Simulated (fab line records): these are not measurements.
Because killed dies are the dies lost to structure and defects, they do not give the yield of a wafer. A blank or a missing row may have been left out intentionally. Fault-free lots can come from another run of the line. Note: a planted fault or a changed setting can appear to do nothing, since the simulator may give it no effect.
fab line records	flow n5_finfet
record: lots: 24	wafers: 72	last_day: 17
route steps=1938 shown BEOL_M13@1669 BEOL_M14@1728
lots that met no fault: from a run of the same line without faults
start_h: hours from the record's opening day to when the first of the lot's shown wafers began	wait_h: hours from the lot's prior step to this one	" identical to the entry in the row above	L1.1+2: a single row standing in for several wafers	- value missing, or start not given	* or withheld: withheld	< > ~ a bound
route shown NAME@n: names a module that has steps shown in the file, with the first one's number in the route	usual: mean and standard deviation over wafers with no fault	same: alike in all rows	chamber/n: place in a boat	sites: each site's reading	_std_site: the standard deviation of these	_edge_site: the outer-site mean with the inner-site mean subtracted	radius_mm: for every site, how far away it sits from the centre of the wafer	mask NAME#n: copy n	behind: tool/chamber where the wafer was last shaped	hold: reason for holding the lot/hours on hold/outcome of the hold	device: which transistor (n, p or np) failed to switch	end of line: at the end of the route, the tests of the same wafers	for a step that has no rows: nothing shown but its recipe	killed: the dies lost at the first sort to structure and to defects; this is not the yield of the wafer	map: shows each die of a wafer: x if killed, . if not, _ if none is there
set.NAME: the run value of the setting; set.NAME@STEP: its run value at that earlier step	model.NAME: the simulator's own value behind a step, which no gauge read
steps of the route over a sample of lots; a table a step, a row a wafer
services: from which hour (start_h, from the record's first day; less than 0 if before it) a tool's chamber was out of use, for how many hours, and why
== steps ==
step: N5_BEOL_M13_CD_MEAS_10
recipe: target_cd_nm: 190	landing_energy_ev: 500	detector: se_inlens	polarity: opening
usual: cd_nm: 191.1/1.4
lot.wafer	tool	chamber	start_h	wait_h	cd_nm
L074.2	cd_sem-03	0	252.41	-	192.0
L074.5	"	0	"	"	190.5
L074.6	"	0	"	"	189.5
L076.1	cd_sem-03	0	254.22	-	190.9
L076.4	"	0	"	"	191.1
L076.6	"	0	"	"	191.4
L075.2	cd_sem-03	0	266.04	-	190.3
L075.5	"	0	"	"	190.9
L075.6	"	0	"	"	191.2
L077.1	cd_sem-01	0	266.28	-	192.0
L077.4	"	0	"	"	191.2
L077.5	"	0	"	"	192.4
L078.1	cd_sem-01	0	268.28	-	189.1
L078.2	"	0	"	"	189.4
L078.3	"	0	"	"	190.6
L080.2	cd_sem-03	0	280.75	-	192.1
L080.4	"	0	"	"	194.6
L080.5	"	0	"	"	189.8
L079.2	cd_sem-01	0	281.54	-	193.3
L079.4	"	0	"	"	191.1
L079.6	"	0	"	"	193.9
L082.1	cd_sem-03	0	288.16	-	191.1
L082.4	"	0	"	"	190.3
L082.5	"	0	"	"	191.4
L083.1	cd_sem-03	0	294.35	-	190.9
L083.4	"	0	"	"	193.9
L083.5	"	0	"	"	190.4
L081.1	cd_sem-03	0	294.63	-	191.4
L081.4	"	0	"	"	191.0
L081.5	"	0	"	"	192.4
L084.1	cd_sem-03	0	300.98	-	187.8
L084.2	"	0	"	"	189.6
L084.5	"	0	"	"	191.4
L085.3	cd_sem-02	0	319.01	-	190.6
L085.4	"	0	"	"	187.8
L085.5	"	0	"	"	187.5
L087.1	cd_sem-02	0	324.71	-	190.1
L087.4	"	0	"	"	192.3
L087.6	"	0	"	"	191.2
L086.3	cd_sem-01	0	324.92	-	190.5
L086.4	"	0	"	"	189.2
L086.6	"	0	"	"	191.2
L089.2	cd_sem-03	0	331.37	-	191.3
L089.4	"	0	"	"	192.0
L089.6	"	0	"	"	191.5
L090.2	cd_sem-03	0	338.72	-	191.6
L090.3	"	0	"	"	192.5
L090.6	"	0	"	"	188.3
L088.1	cd_sem-01	0	339.78	-	190.7
L088.4	"	0	"	"	190.7
L088.5	"	0	"	"	190.8
L091.1	cd_sem-02	0	340.35	-	190.0
L091.3	"	0	"	"	191.4
L091.6	"	0	"	"	191.5
L092.2	cd_sem-01	0	349.49	-	191.5
L092.4	"	0	"	"	192.2
L092.5	"	0	"	"	191.9
L093.2	cd_sem-03	0	367.17	-	191.6
L093.3	"	0	"	"	193.4
L093.5	"	0	"	"	189.3
L095.1	cd_sem-02	0	368.71	-	192.0
L095.3	"	0	"	"	193.5
L095.6	"	0	"	"	191.3
L096.2	cd_sem-02	0	374.23	-	193.1
L096.3	"	0	"	"	192.6
L096.5	"	0	"	"	193.4
L094.1	cd_sem-03	0	378.35	-	193.7
L094.4	"	0	"	"	191.6
L094.5	"	0	"	"	190.8
L097.1	cd_sem-01	0	379.41	-	191.5
L097.2	"	0	"	"	191.8
L097.3	"	0	"	"	191.2
step: N5_BEOL_M13_CD_MEAS_17
recipe: target_cd_nm: 190	polarity: opening
usual: cd_nm: 191.9/1.9
lot.wafer	tool	chamber	start_h	wait_h	cd_nm
L074.2	cd_sem-02	-	253.38	0.0	193.0
L074.5	"	-	"	"	191.8
L074.6	"	-	"	"	191.9
L076.1	cd_sem-02	-	254.83	0.0	191.4
L076.4	"	-	"	"	192.3
L076.6	"	-	"	"	191.1
L075.2	cd_sem-02	-	266.65	0.0	191.7
L075.5	"	-	"	"	192.0
L075.6	"	-	"	"	189.5
L077.1	cd_sem-03	-	266.95	0.0	193.6
L077.4	"	-	"	"	192.4
L077.5	"	-	"	"	191.7
L078.1	cd_sem-02	-	270.49	0.0	191.5
L078.2	"	-	"	"	188.2
L078.3	"	-	"	"	188.0
L080.2	cd_sem-03	-	281.53	0.0	194.8
L080.4	"	-	"	"	197.7
L080.5	"	-	"	"	190.6
L079.2	cd_sem-03	-	282.22	0.0	195.3
L079.4	"	-	"	"	191.7
L079.6	"	-	"	"	194.8
L082.1	cd_sem-03	-	288.78	0.0	191.4
L082.4	"	-	"	"	190.0
L082.5	"	-	"	"	193.3
L083.1	cd_sem-03	-	294.99	0.0	190.0
L083.4	"	-	"	"	193.4
L083.5	"	-	"	"	189.0
L081.1	cd_sem-03	-	295.28	0.0	194.0
L081.4	"	-	"	"	194.2
L081.5	"	-	"	"	192.8
L084.1	cd_sem-03	-	301.78	0.0	190.7
L084.2	"	-	"	"	189.0
L084.5	"	-	"	"	193.5
L085.3	cd_sem-02	-	319.92	0.0	192.9
L085.4	"	-	"	"	189.4
L085.5	"	-	"	"	190.7
L087.1	cd_sem-01	-	325.33	0.0	189.1
L087.4	"	-	"	"	191.7
L087.6	"	-	"	"	191.2
L086.3	cd_sem-01	-	325.54	0.0	189.9
L086.4	"	-	"	"	190.6
L086.6	"	-	"	"	191.8
L089.2	cd_sem-02	-	331.99	0.0	192.2
L089.4	"	-	"	"	193.0
L089.6	"	-	"	"	193.2
L090.2	cd_sem-03	-	339.37	0.0	194.5
L090.3	"	-	"	"	194.7
L090.6	"	-	"	"	190.5
L088.1	cd_sem-03	-	340.40	0.0	191.4
L088.4	"	-	"	"	190.0
L088.5	"	-	"	"	191.9
L091.1	cd_sem-02	-	340.96	0.0	188.7
L091.3	"	-	"	"	189.3
L091.6	"	-	"	"	193.6
L092.2	cd_sem-02	-	350.10	0.0	192.7
L092.4	"	-	"	"	189.5
L092.5	"	-	"	"	190.7
L093.2	cd_sem-01	-	367.79	0.0	191.9
L093.3	"	-	"	"	192.0
L093.5	"	-	"	"	191.6
L095.1	cd_sem-03	-	369.33	0.0	191.6
L095.3	"	-	"	"	194.3
L095.6	"	-	"	"	191.3
L096.2	cd_sem-02	-	374.85	0.0	191.8
L096.3	"	-	"	"	190.7
L096.5	"	-	"	"	194.7
L094.1	cd_sem-01	-	378.97	0.0	194.2
L094.4	"	-	"	"	193.9
L094.5	"	-	"	"	192.2
L097.1	cd_sem-02	-	380.09	0.0	194.5
L097.2	"	-	"	"	191.7
L097.3	"	-	"	"	191.6
step: N5_BEOL_M13_STRIP_37
recipe: chemistry: N2/H2	power_w: 1000	temp_c: 250	h2_frac: 0.65	overash_fraction: 0.3	pressure_mtorr: withheld	n2_flow_sccm: 1750	h2_flow_sccm: 3250
usual: drypump_motor_current_A: 6.0/0.5	h2_flow_sccm: 3249/9.5	heater_power_w: 373/24	oes_product_au: 0.784/0.011
lot.wafer	tool	chamber	start_h	wait_h	drypump_motor_current_A	h2_flow_sccm	heater_power_w	oes_product_au	rf_hours_counter_h
L074.2	plasma_asher-01	1	254.53	0.0	6.0	3250	372	0.771	78
L074.5	"	0	"	"	6.5	3244	400	0.784	-
L074.6	"	1	"	"	6.1	3240	368	0.783	-
L076.1	plasma_asher-01	0	256.21	0.2	6.4	3225	385	0.777	78
L076.4	"	0	"	"	6.4	3241	397	0.774	-
L076.6	"	1	"	"	6.1	3247	366	0.799	-
L075.2	plasma_asher-01	0	268.14	0.0	6.4	3255	411	0.788	82
L075.5	"	0	"	"	6.4	3253	402	0.795	-
L075.6	"	1	"	"	6.1	3252	366	0.764	-
L077.1	plasma_asher-01	0	268.47	0.0	6.5	3232	405	0.771	82
L077.4	"	0	"	"	6.5	3254	406	0.786	-
L077.5	"	1	"	"	6.1	3273	359	0.775	-
L078.1	plasma_asher-01	0	273.28	0.0	6.5	3248	400	0.807	83
L078.2	"	1	"	"	6.0	3261	358	0.782	83
L078.3	"	1	"	"	6.0	3257	363	0.785	-
L080.2	plasma_asher-01	0	282.84	0.0	6.4	3241	403	0.782	86
L080.4	"	1	"	"	6.1	3246	377	0.774	-
L080.5	"	0	"	"	6.4	3248	398	0.773	-
L079.2	plasma_asher-01	0	283.35	0.0	6.4	3248	403	0.767	86
L079.4	"	0	"	"	6.4	3251	402	0.768	-
L079.6	"	1	"	"	6.1	3253	371	0.775	-
L082.1	plasma_asher-02	0	289.93	0.0	5.0	3241	363	0.763	125
L082.4	"	0	"	"	5.0	3240	362	0.801	-
L082.5	"	1	"	"	5.8	3245	331	0.782	-
L083.1	plasma_asher-02	0	296.15	0.0	4.9	3254	361	0.807	127
L083.4	"	0	"	"	5.0	3236	362	0.787	-
L083.5	"	0	"	"	5.0	3264	369	0.788	-
L081.1	plasma_asher-01	1	296.33	0.0	6.1	3245	371	0.773	88
L081.4	"	1	"	"	6.0	3257	363	0.777	-
L081.5	"	0	"	"	6.5	3258	397	0.784	-
L084.1	plasma_asher-02	0	302.96	0.0	5.0	3255	372	0.776	128
L084.2	"	1	"	"	5.8	3244	327	0.796	128
L084.5	"	1	"	"	5.9	3247	325	0.771	-
L085.3	plasma_asher-01	0	321.09	0.1	6.5	3249	397	0.787	-
L085.4	"	1	"	"	6.1	3246	372	0.796	-
L085.5	"	1	"	"	6.1	3248	370	0.768	-
L087.1	plasma_asher-01	1	326.36	0.0	6.0	3260	373	0.786	94
L087.4	"	1	"	"	6.0	3246	363	0.795	-
L087.6	"	0	"	"	6.4	3260	406	0.791	-
L086.3	plasma_asher-02	1	326.71	0.1	5.8	3245	327	0.785	-
L086.4	"	0	"	"	5.0	3266	365	0.775	-
L086.6	"	0	"	"	5.0	3241	368	0.777	-
L089.2	plasma_asher-01	1	333.15	0.0	6.0	3253	382	0.787	95
L089.4	"	1	"	"	6.1	3251	369	0.785	-
L089.6	"	0	"	"	6.5	3241	403	0.789	-
L090.2	plasma_asher-01	0	340.58	0.0	6.5	3250	408	0.792	97
L090.3	"	1	"	"	6.1	3229	371	0.770	-
L090.6	"	0	"	"	6.5	3240	406	0.789	-
L088.1	plasma_asher-01	0	341.55	0.0	6.5	3255	404	0.782	97
L088.4	"	0	"	"	6.5	3253	399	0.787	-
L088.5	"	1	"	"	6.1	3255	367	0.789	-
L091.1	plasma_asher-01	0	342.40	0.0	6.5	3231	395	0.783	97
L091.3	"	0	"	"	6.5	3248	396	0.770	-
L091.6	"	1	"	"	6.1	3230	383	0.779	-
L092.2	plasma_asher-02	1	351.26	0.0	5.8	3248	337	0.769	138
L092.4	"	1	"	"	5.8	3268	333	0.790	-
L092.5	"	0	"	"	5.0	3243	360	0.788	-
L093.2	plasma_asher-01	0	369.19	0.0	6.5	3254	407	0.790	103
L093.3	"	0	"	"	6.4	3272	386	0.789	-
L093.5	"	1	"	"	6.1	3251	366	0.777	-
L095.1	plasma_asher-02	0	370.66	0.0	5.0	3253	363	0.782	141
L095.3	"	0	"	"	4.9	3257	359	0.779	-
L095.6	"	0	"	"	5.0	3245	365	0.764	-
L096.2	plasma_asher-02	0	375.89	0.0	5.0	3226	364	0.778	143
L096.3	"	1	"	"	5.8	3258	339	0.777	-
L096.5	"	1	"	"	5.8	3258	331	0.784	-
L094.1	plasma_asher-02	0	380.16	0.0	4.9	3239	369	0.780	143
L094.4	"	1	"	"	5.8	3242	332	0.774	-
L094.5	"	0	"	"	4.9	3249	360	0.777	-
L097.1	plasma_asher-01	1	381.57	0.0	6.0	3263	373	0.776	105
L097.2	"	0	"	"	6.5	3257	392	0.797	105
L097.3	"	1	"	"	6.1	3253	369	0.783	-
step: N5_BEOL_M13_ETCH_38
recipe: chemistry: CF4/N2	target: SiCN	target_depth_a: 675	taper_deg: 2	time_s: 71.9	ion_energy_ev: 150	mask_material: SiO2	pressure_mtorr: 40	source_w: 430	bias_w: 70	Ar_flow_sccm: 100	cf4_flow_sccm: 60	n2_flow_sccm: 60
usual: drypump_motor_current_A: 5.9/0.36	oes_product_au: 0.78/0.09	rf_vpp_V: 381.6/2.6	showerhead_plenum_p_Torr: 2.18/0.1	throttle_valve_pct: 15.43/0.29
lot.wafer	tool	chamber	start_h	wait_h	drypump_motor_current_A	oes_product_au	rf_hours_counter_h	rf_vpp_V	showerhead_plenum_p_Torr	throttle_valve_pct
L074.2	rie_diel-05	0	255.61	-	5.5	0.88	80	382.2	2.15	15.10
L074.5	"	1	"	"	5.5	0.72	-	378.4	2.09	15.92
L074.6	"	0	"	"	5.5	0.88	-	380.9	2.15	15.11
L076.1	rie_diel-06	2	258.40	-	5.6	0.72	172	384.9	2.30	15.36
L076.4	"	1	"	"	5.7	0.70	238	379.7	2.09	15.80
L076.6	"	0	"	"	6.3	0.82	-	382.4	2.22	15.38
L075.2	rie_diel-06	0	268.40	-	6.3	0.82	74	383.0	2.22	15.40
L075.5	"	0	"	"	6.3	0.83	-	382.7	2.22	15.40
L075.6	"	3	"	"	6.4	0.90	-	380.7	2.15	14.86
L077.1	rie_diel-05	1	268.68	-	5.4	0.72	232	378.4	2.09	15.95
L077.4	"	3	"	"	5.9	0.72	-	383.9	2.30	15.86
L077.5	"	2	"	"	6.0	0.73	-	377.7	2.03	15.18
L078.1	rie_diel-06	0	277.42	-	6.3	0.82	78	382.4	2.22	15.42
L078.2	"	1	"	"	5.7	0.69	247	377.7	2.09	15.80
L078.3	"	3	"	"	6.5	0.90	42	380.5	2.15	14.88
L080.2	rie_diel-06	0	285.46	-	6.3	0.82	80	383.8	2.22	15.41
L080.4	"	3	"	"	6.5	0.89	44	381.3	2.15	14.87
L080.5	"	0	"	"	6.3	0.82	-	382.9	2.22	15.41
L079.2	rie_diel-02	3	285.48	-	6.2	0.82	105	380.5	2.14	15.29
L079.4	"	0	"	"	5.2	0.74	-	383.0	2.19	15.48
L079.6	"	3	"	"	6.2	0.82	-	380.3	2.14	15.27
L082.1	rie_diel-06	3	290.33	-	6.5	0.89	46	380.5	2.15	14.89
L082.4	"	0	"	"	6.3	0.82	-	383.7	2.22	15.42
L082.5	"	2	"	"	5.6	0.71	-	384.5	2.30	15.37
L083.1	rie_diel-02	0	297.42	-	5.3	0.73	186	382.9	2.19	15.51
L083.4	"	1	"	"	6.0	0.70	-	380.0	2.07	15.48
L083.5	"	3	"	"	6.2	0.81	-	378.9	2.14	15.28
L081.1	rie_diel-02	3	300.04	-	6.2	0.81	113	380.3	2.14	15.30
L081.4	"	3	"	"	6.2	0.82	-	381.1	2.14	15.29
L081.5	"	0	"	"	5.2	0.74	-	380.9	2.18	15.49
L084.1	rie_diel-05	1	304.49	-	5.5	0.70	243	380.1	2.09	15.98
L084.2	"	3	"	"	6.0	0.71	187	384.8	2.29	15.86
L084.5	"	1	"	"	5.5	0.70	-	379.4	2.09	15.97
L085.3	rie_diel-02	3	322.03	-	6.2	0.81	121	381.3	2.13	15.31
L085.4	"	0	"	"	5.2	0.73	197	380.8	2.18	15.51
L085.5	"	0	"	"	5.2	0.73	-	381.4	2.18	15.54
L087.1	rie_diel-05	3	327.09	-	6.0	0.71	195	383.2	2.29	15.89
L087.4	"	2	"	"	6.0	0.72	-	376.9	2.02	15.23
L087.6	"	0	"	"	5.5	0.87	-	381.2	2.14	15.13
L086.3	rie_diel-02	3	327.12	-	6.2	0.80	123	381.4	2.13	15.29
L086.4	"	0	"	"	5.2	0.73	198	380.7	2.18	15.52
L086.6	"	2	"	"	5.7	0.81	-	384.0	2.33	15.52
L089.2	rie_diel-02	1	336.28	-	6.0	0.69	250	380.6	2.07	15.53
L089.4	"	2	"	"	5.7	0.82	88	385.3	2.33	15.54
L089.6	"	0	"	"	5.2	0.72	-	380.5	2.18	15.53
L090.2	rie_diel-05	2	347.11	-	6.0	0.71	186	378.5	2.02	15.26
L090.3	"	3	"	"	5.9	0.70	203	385.0	2.29	15.92
L090.6	"	2	"	"	6.0	0.72	-	377.9	2.02	15.25
L088.1	rie_diel-05	0	347.43	-	5.5	0.85	104	380.9	2.14	15.15
L088.4	"	3	"	"	6.0	0.70	-	384.7	2.29	15.90
L088.5	"	2	"	"	6.0	0.72	-	377.2	2.02	15.23
L091.1	rie_diel-06	0	347.51	-	6.3	0.80	102	382.4	2.21	15.45
L091.3	"	1	"	"	5.7	0.96	14	386.8	2.35	15.31
L091.6	"	3	"	"	6.4	0.87	-	380.6	2.14	14.92
L092.2	rie_diel-05	0	357.26	-	5.5	0.85	107	379.5	2.14	15.15
L092.4	"	3	"	"	5.9	0.70	205	384.5	2.29	15.91
L092.5	"	2	"	"	6.0	0.72	-	378.6	2.02	15.25
L093.2	rie_diel-06	2	369.32	-	5.6	0.70	205	383.5	2.29	15.43
L093.3	"	1	"	"	5.7	0.94	20	386.5	2.35	15.31
L093.5	"	1	"	"	5.7	0.95	-	385.2	2.35	15.32
L095.1	rie_diel-06	3	372.42	-	6.5	0.86	72	380.3	2.14	14.94
L095.3	"	2	"	"	5.6	0.69	205	385.2	2.29	15.42
L095.6	"	1	"	"	5.7	0.93	-	384.6	2.35	15.32
L096.2	rie_diel-05	3	376.56	-	6.0	0.70	213	383.8	2.28	15.92
L096.3	"	2	"	"	6.0	0.72	197	377.9	2.01	15.27
L096.5	"	3	"	"	5.9	0.69	-	382.7	2.28	15.93
L094.1	rie_diel-05	2	380.28	-	6.0	0.71	199	377.3	2.01	15.26
L094.4	"	3	"	"	5.9	0.69	-	382.2	2.28	15.95
L094.5	"	2	"	"	6.0	0.72	-	378.5	2.01	15.26
L097.1	rie_diel-02	2	381.68	-	5.7	0.79	104	385.1	2.32	15.55
L097.2	"	1	"	"	6.0	1.00	9	386.7	2.33	15.08
L097.3	"	0	"	"	5.2	0.71	216	381.1	2.18	15.54
step: N5_BEOL_M13_DEGAS_41
recipe: ambient: vacuum	temp_c: 250	time_s: 60
usual: heater_power_w: 329/39
lot.wafer	tool	chamber	start_h	wait_h	heater_power_w
L074.2	pvd_sputter-01	-	255.96	0.2	367
L074.5	"	-	"	"	281
L074.6	"	-	"	"	297
L076.1	pvd_sputter-01	-	258.81	0.2	297
L076.4	"	-	"	"	292
L076.6	"	-	"	"	300
L075.2	pvd_sputter-02	-	268.65	0.1	327
L075.5	"	-	"	"	345
L075.6	"	-	"	"	321
L077.1	pvd_sputter-03	-	268.87	0.0	333
L077.4	"	-	"	"	335
L077.5	"	-	"	"	330
L078.1	pvd_sputter-03	-	277.93	0.3	337
L078.2	"	-	"	"	336
L078.3	"	-	"	"	403
L080.2	pvd_sputter-02	-	285.80	0.2	317
L080.4	"	-	"	"	342
L080.5	"	-	"	"	284
L079.2	pvd_sputter-01	-	285.90	0.2	377
L079.4	"	-	"	"	296
L079.6	"	-	"	"	285
L082.1	pvd_sputter-01	-	291.20	0.7	274
L082.4	"	-	"	"	290
L082.5	"	-	"	"	296
L083.1	pvd_sputter-03	-	298.21	0.6	341
L083.4	"	-	"	"	394
L083.5	"	-	"	"	333
L081.1	pvd_sputter-03	-	300.63	0.4	401
L081.4	"	-	"	"	364
L081.5	"	-	"	"	405
L084.1	pvd_sputter-01	-	304.89	0.2	294
L084.2	"	-	"	"	371
L084.5	"	-	"	"	368
L085.3	pvd_sputter-02	-	322.50	0.3	322
L085.4	"	-	"	"	342
L085.5	"	-	"	"	291
L087.1	pvd_sputter-03	-	327.41	0.1	331
L087.4	"	-	"	"	414
L087.6	"	-	"	"	368
L086.3	pvd_sputter-01	-	327.66	0.4	279
L086.4	"	-	"	"	377
L086.6	"	-	"	"	298
L089.2	pvd_sputter-03	-	336.76	0.3	404
L089.4	"	-	"	"	341
L089.6	"	-	"	"	340
L090.2	pvd_sputter-01	-	347.51	0.2	294
L090.3	"	-	"	"	284
L090.6	"	-	"	"	368
L088.1	pvd_sputter-02	-	347.90	0.3	337
L088.4	"	-	"	"	329
L088.5	"	-	"	"	314
L091.1	pvd_sputter-01	-	347.91	0.2	298
L091.3	"	-	"	"	289
L091.6	"	-	"	"	273
L092.2	pvd_sputter-01	-	357.58	0.2	300
L092.4	"	-	"	"	291
L092.5	"	-	"	"	358
L093.2	pvd_sputter-03	-	371.49	2.0	330
L093.3	"	-	"	"	397
L093.5	"	-	"	"	330
L095.1	pvd_sputter-01	-	372.81	0.2	274
L095.3	"	-	"	"	290
L095.6	"	-	"	"	304
L096.2	pvd_sputter-03	-	377.11	0.4	337
L096.3	"	-	"	"	373
L096.5	"	-	"	"	371
L094.1	pvd_sputter-01	-	380.48	0.0	280
L094.4	"	-	"	"	302
L094.5	"	-	"	"	290
L097.1	pvd_sputter-02	-	382.27	0.4	331
L097.2	"	-	"	"	317
L097.3	"	-	"	"	288
step: N5_BEOL_M14_INSPECT_12
recipe: mode: adi	inspect_instrument: macro
usual: raw_defect_count: 2.2/1.5
lot.wafer	tool	chamber	start_h	wait_h	raw_defect_count
L074.2	defect_inspect-02	-	257.94	0.0	2
L074.5	"	-	"	"	1
L074.6	"	-	"	"	2
L076.1	defect_inspect-01	-	260.79	0.0	0
L076.4	"	-	"	"	2
L076.6	"	-	"	"	1
L075.2	defect_inspect-01	-	270.50	0.0	1
L075.5	"	-	"	"	1
L075.6	"	-	"	"	1
L077.1	defect_inspect-01	-	270.90	0.0	2
L077.4	"	-	"	"	0
L077.5	"	-	"	"	2
L078.1	defect_inspect-02	-	279.90	0.0	1
L078.2	"	-	"	"	1
L078.3	"	-	"	"	3
L080.2	defect_inspect-01	-	287.68	0.0	2
L080.4	"	-	"	"	3
L080.5	"	-	"	"	2
L079.2	defect_inspect-01	-	293.20	0.0	2
L079.4	"	-	"	"	3
L079.6	"	-	"	"	6
L082.1	defect_inspect-02	-	293.24	0.0	3
L082.4	"	-	"	"	5
L082.5	"	-	"	"	1
L083.1	defect_inspect-02	-	300.13	0.0	2
L083.4	"	-	"	"	2
L083.5	"	-	"	"	5
L081.1	defect_inspect-02	-	302.67	0.0	4
L081.4	"	-	"	"	1
L081.5	"	-	"	"	2
L084.1	defect_inspect-01	-	306.75	0.0	2
L084.2	"	-	"	"	1
L084.5	"	-	"	"	0
L085.3	defect_inspect-02	-	324.48	0.0	0
L085.4	"	-	"	"	1
L085.5	"	-	"	"	2
L087.1	defect_inspect-01	-	329.27	0.0	3
L087.4	"	-	"	"	4
L087.6	"	-	"	"	2
L086.3	defect_inspect-02	-	329.64	0.0	2
L086.4	"	-	"	"	5
L086.6	"	-	"	"	4
L089.2	defect_inspect-01	-	338.65	0.0	2
L089.4	"	-	"	"	3
L089.6	"	-	"	"	1
L090.2	defect_inspect-02	-	349.40	0.0	0
L090.3	"	-	"	"	1
L090.6	"	-	"	"	6
L088.1	defect_inspect-02	-	350.24	0.0	1
L088.4	"	-	"	"	1
L088.5	"	-	"	"	3
L091.1	defect_inspect-01	-	350.41	0.0	2
L091.3	"	-	"	"	1
L091.6	"	-	"	"	2
L092.2	defect_inspect-01	-	359.50	0.0	3
L092.4	"	-	"	"	4
L092.5	"	-	"	"	1
L093.2	defect_inspect-02	-	373.76	0.0	3
L093.3	"	-	"	"	1
L093.5	"	-	"	"	2
L095.1	defect_inspect-01	-	374.79	0.0	3
L095.3	"	-	"	"	4
L095.6	"	-	"	"	1
L096.2	defect_inspect-01	-	379.23	0.0	2
L096.3	"	-	"	"	4
L096.5	"	-	"	"	6
L094.1	defect_inspect-02	-	382.34	0.0	0
L094.4	"	-	"	"	3
L094.5	"	-	"	"	4
L097.1	defect_inspect-02	-	384.44	0.0	2
L097.2	"	-	"	"	1
L097.3	"	-	"	"	3
== services ==
tool	chamber	start_h	hours	kind
plasma_asher-02	-	238.39	26.3	pm
rie_diel-02	-	257.21	15.6	pm
rie_diel-05	0	261.54	19.9	repair
rie_diel-06	2	264.89	6.7	repair
rie_diel-02	0	278.05	4.4	repair
rie_diel-06	1	287.76	-	clean
rie_diel-06	1	287.76	-	consumable_replace:focus_ring
rie_diel-06	1	287.76	-	consumable_replace:showerhead
rie_diel-06	1	287.76	16.5	scheduled_down
rie_diel-06	1	287.76	16.5	vent_cycle
rie_diel-05	-	298.29	4.3	pm
rie_diel-06	2	307.35	1.8	repair
rie_diel-06	2	309.34	9.4	repair
rie_diel-05	1	325.31	-	clean
rie_diel-05	1	325.31	-	consumable_replace:focus_ring
rie_diel-05	1	325.31	-	consumable_replace:showerhead
rie_diel-05	1	325.31	28.2	scheduled_down
rie_diel-05	1	325.31	28.2	vent_cycle
rie_diel-02	3	348.17	1.7	repair
rie_diel-06	3	351.73	3.7	repair
rie_diel-05	0	365.05	20.0	repair
rie_diel-06	0	370.50	2.6	repair
pvd_sputter-02	-	371.63	0.5	repair
plasma_asher-01	-	376.78	0.4	repair
== key ==
fault none
